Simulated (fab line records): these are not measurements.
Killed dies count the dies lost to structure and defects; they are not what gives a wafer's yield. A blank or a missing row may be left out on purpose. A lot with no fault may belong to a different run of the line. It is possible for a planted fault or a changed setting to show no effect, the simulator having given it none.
The tool behind it: which one? -- flow nand harc -- 12 lots, 36 wafers sampled, at 2 steps of a route of 1159

## WHAT THE GAUGES SHOWED, per wafer
NHARC_P_M1_OVL_MEAS_10: pitch 260 nm.
lot,measured,on,overlay x nm (nm)
L076,day 6 09:45,overlay-02,0.9 0.8 0.4
L077,day 6 14:26,overlay-01,-0.3 -1.0 -0.7
L079,day 7 04:49,overlay-02,0.3 0.9 0.5
L081,day 7 14:05,overlay-02,-0.5 0.1 -0.4
L083,day 8 05:05,overlay-02,0.9 0.8 0.5
L084,day 8 14:28,overlay-01,-0.7 -0.3 -0.9
L087,day 9 04:59,overlay-01,0.5 -0.5 -0.1
L089,day 10 02:45,overlay-01,0.7 0.2 0.0
L090,day 10 06:53,overlay-01,0.5 0.1 0.4
L093,day 10 12:25,overlay-01,0.8 0.8 1.4
L095,day 11 10:46,overlay-01,-0.1 -0.2 0.4
L097,day 11 16:39,overlay-01,-0.3 -0.2 -0.3

## WHICH TOOL RAN EACH LOT (tool, then ch and the chambers of the sampled wafers, then the start)
lot,NHARC_P_M0_PRE_CLEAN_31
L076,"pecvd-02 ch 0,1,2, day 6 08:18"
L077,"pecvd-02 ch 1,2, day 6 13:02"
L079,"pecvd-02 ch 1,2, day 7 03:25"
L081,"pecvd-03 ch 0,1,2, day 7 12:44"
L083,"pecvd-02 ch 0,1, day 8 03:41"
L084,"pecvd-02 ch 0,1,2, day 8 13:05"
L087,"pecvd-02 ch 0,2, day 9 03:42"
L089,"pecvd-03 ch 0,2, day 10 01:29"
L090,"pecvd-03 ch 1,2, day 10 05:32"
L093,"pecvd-02 ch 0,1, day 10 10:59"
L095,"pecvd-03 ch 0,1, day 11 09:31"
L097,"pecvd-01 ch 0,1,2, day 11 15:16"
- NHARC_P_M0_PRE_CLEAN_31: time 12 s.

## THE ANSWER, worked out from the rows above alone
Rule: the usual values come from the lots themselves. Put in order of their means at a reading, lots are off if they are a third of the lots or fewer, leave a main group of 4 or more, and stand apart from it by a gap of 3 or more times the standard deviation of the main group's means; of several such gaps the widest counts. A main group whose means are all the same, to the digits that the tables above print for the reading, isn't used. A lot without any number at a reading at which 4 lots or more have one is off too. All remaining lots with rows at the step are treated as sound.
No lot is off on any of the readings shown, so nothing can be concluded from this.

## WHAT THE SIMULATOR HAD INSERTED
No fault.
